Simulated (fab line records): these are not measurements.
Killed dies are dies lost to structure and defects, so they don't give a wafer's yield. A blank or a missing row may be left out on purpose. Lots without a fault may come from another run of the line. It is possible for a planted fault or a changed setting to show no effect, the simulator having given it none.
Matching of chambers	flow n5-finfet	N5_FIN_SAQP_FIN_ETCH_36 on rie-si-05: 4 sister chambers
The step etches the open film in HBr/Cl2/O2, target depth 120 nm, time 50.4 s. 27 wafers are shown with their chamber, then 12 later ones without.

EACH WAFER AND ITS CHAMBER
wafer	chamber	drypump-motor-current-A (A)	throttle-valve-pct (%)	oes-product-au (a.u.)
L074.1	0	6.0	35.87	0.978
L074.3	1	6.3	36.00	1.024
L074.5	0	6.0	35.84	0.985
L077.1	2	5.9	36.22	1.012
L077.4	3	5.8	35.94	0.978
L077.6	0	6.0	35.84	0.988
L078.4	3	5.8	35.95	0.974
L078.5	3	5.8	35.96	0.974
L078.6	2	5.9	36.25	0.998
L079.1	2	5.9	36.23	0.991
L079.3	3	5.8	35.97	0.971
L079.4	0	6.0	35.84	0.983
L080.3	3	5.8	35.95	0.969
L080.4	1	6.3	35.98	1.025
L080.5	1	6.3	35.98	1.036
L083.2	0	6.0	35.83	0.990
L083.3	3	5.8	35.94	0.979
L083.4	2	5.9	36.23	1.004
L084.4	2	5.9	36.24	1.010
L084.5	3	5.8	35.95	0.970
L084.6	2	5.9	36.23	1.010
L087.2	0	6.0	35.85	0.989
L087.4	2	5.9	36.25	1.001
L087.6	1	6.3	36.02	1.008
L091.1	3	5.9	35.94	0.976
L091.2	0	6.0	35.82	0.992
L091.3	1	6.3	35.97	1.034

SIGNATURES (means of the wafers above)
reading	chamber 0	chamber 1	chamber 2	chamber 3	scatter within a chamber
drypump-motor-current-A	6.000	6.300	5.900	5.812	0.0195
throttle-valve-pct	35.8414	35.9900	36.2357	35.9500	0.0142
oes-product-au	0.98643	1.02540	1.00371	0.97387	0.00683
Rule: a wafer's distance from a chamber is the root of the sum, over the readings, of the square of ((its reading less the chamber's mean) divided by the reading's scatter). The wafer belongs to the nearest chamber; if the next one is less than 2 further off, it can't be placed. How the scatter is found: for the shown wafers, subtract from each reading the mean of its chamber, square and add these, divide the total by (wafers less chambers), then take the root.

WAFERS MISSING THEIR CHAMBER
wafer	drypump-motor-current-A (A)	throttle-valve-pct (%)	oes-product-au (a.u.)
L092.1	5.9	36.22	1.009
L092.2	6.3	35.96	1.024
L092.5	6.3	35.97	1.043
L093.1	5.8	35.97	0.972
L093.4	6.3	35.96	1.037
L093.5	6.0	35.84	0.995
L094.1	5.8	35.96	0.972
L094.5	6.3	35.98	1.018
L094.6	6.0	35.84	0.983
L097.3	6.0	35.84	0.995
L097.4	6.3	35.99	1.029
L097.5	5.9	36.22	1.013

WHICH CHAMBER EACH WENT THROUGH
wafer	from the rows above	in truth
L092.1	2	2
L092.2	1	1
L092.5	1	1
L093.1	3	3
L093.4	1	1
L093.5	0	0
L094.1	3	3
L094.5	1	1
L094.6	0	0
L097.3	0	0
L097.4	1	1
L097.5	2	2
Correctly placed: 12 of 12. Can't be placed from these rows: 0. Placed wrongly: 0.
